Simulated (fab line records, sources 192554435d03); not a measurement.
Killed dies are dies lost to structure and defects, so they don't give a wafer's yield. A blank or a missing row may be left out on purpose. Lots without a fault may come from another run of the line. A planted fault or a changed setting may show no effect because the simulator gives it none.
Problem report in the 8D (eight disciplines) form, filled by code | flow n5_finfet | the parts of the form that need people (team, actions taken, sign-off) are left out

1. THE PROBLEM
REXT_N at N5_BEOL_M4_RC_MEAS_101 reads a mean of 85.5 ohm.um on 3 wafers of 2 lots; wafers without a fault read 74.9 ohm.um with a standard deviation of 1.9. That is +5.6 standard deviations from the usual mean.
First seen on wafer L746.2, day 13 06:44, on prober-02. The record holds 12 wafers of 4 lots with a number at this step. Rule for "out", or "out of limits": more than 4 standard deviations from the usual mean. The other wafers with a number count as sound.

2. WHAT IT IS AND WHAT IT IS NOT
question                    | is                     | is not
which readings at this step | REXT_N                 | SS_N
which lots                  | L746, L747             | L732, L742
which wafers of those lots  | L746.2, L747.1, L747.2 | L746.5, L746.6, L747.3
read on which gauges        | prober-02              | -
when                        | from day 13 06:44      | up to then (8 sound wafers); but 1 sound wafer of L747 came after

3. SUSPECTS, AND WHAT RULES EACH OUT
Counting: a tool at a process step up to the reading stays a suspect if it ran every lot that is out. Sound lots after the first of them don't rule it out here, since some wafers of a struck lot are sound.
- the gauge at N5_BEOL_M4_RC_MEAS_101: kept. All the wafers that are out were read on prober-02, and no step on other tools shows them out.
- ald_sin-03 at N5_SPACER0_ALD_08 (deposits SiNx, target thk 2 nm): kept. It ran every lot that is out, first L746 (day 6 20:09); its last sound lot up to then is L732 (day 3 07:16).
- rie_diel-03 at N5_SD_EPI_N_DESCUM_14 (chemistry O2, time 7.9 s): kept. It ran every lot that is out, first L746 (day 6 20:43); its last sound lot up to then is L732 (day 3 07:50).
- rie_diel-03 at N5_SD_EPI_N_ETCH_34 (etches SiARC in CF4, target depth 45.5 nm, time 75.8 s): kept. It ran every lot that is out, first L746 (day 6 20:46); its last sound lot up to then is L732 (day 3 07:52).
Left after counting: ald_sin-03 at N5_SPACER0_ALD_08, rie_diel-03 at N5_SD_EPI_N_DESCUM_14, rie_diel-03 at N5_SD_EPI_N_ETCH_34, prober-02 at N5_BEOL_M4_RC_MEAS_101.

4. THE CAUSE (what the simulator had put in)
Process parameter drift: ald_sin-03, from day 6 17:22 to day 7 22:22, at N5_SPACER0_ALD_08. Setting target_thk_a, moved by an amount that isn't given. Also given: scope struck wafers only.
Counting left 4 suspects, and this tool is among them.

5. THE CHAIN OF EFFECTS, in route order
Each row: a reading whose mean over the struck wafers that have a number lies more than 3 standard deviations from the usual. Only readings for which the record gives a usual standard deviation are gone through. hours: the time from each lot's start at the first step in this table that gives one to its start at this step, as a median over the lots. sigmas: the change in usual standard deviations.
hours | step                    | reading          | usual       | on struck wafers | change | sigmas
0     | N5_BEOL_M4_RC_MEAS_101  | ION_P            | 462 uA/um   | 439              | -23    | -3.3
0     | N5_BEOL_M4_RC_MEAS_101  | REXT_N           | 74.9 ohm.um | 85.5             | +10.6  | +5.6
0     | N5_BEOL_M4_RC_MEAS_101  | REXT_P           | 99.3 ohm.um | 110.0            | +10.7  | +4.7
0     | N5_BEOL_M4_RC_MEAS_101  | VT_P_LVT         | -98.7 mV    | -108.4           | -9.7   | -3.5
115   | N5_PASSIVATION_PROBE_49 | sort_bin_8_speed | 0.00 %      | 12.09            | +12.09 | +99 or more
115   | N5_PASSIVATION_PROBE_49 | sort_n_pass      | 1074        | 944              | -130   | -7.2
115   | N5_PASSIVATION_PROBE_49 | sort_yield_pct   | 91.0 %      | 80.0             | -11.0  | -7.3
The process steps in it:
- N5_PASSIVATION_PROBE_49

6. WHAT WOULD HAVE CAUGHT IT SOONER
In this record the first reading out of limits at a measuring or inspecting step was taken at day 13 06:44, 157 hours after the fault began at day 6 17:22.
Of the tool readings at N5_SPACER0_ALD_08 for which the record gives a usual standard deviation, none was out on any struck wafer, so an alarm limit of 4 standard deviations on them would not have fired.
All the lots that are out (2) had begun N5_SPACER0_ALD_08 on ald_sin-03 by day 13 06:44. A hold on the tool at that time would have spared none of them.
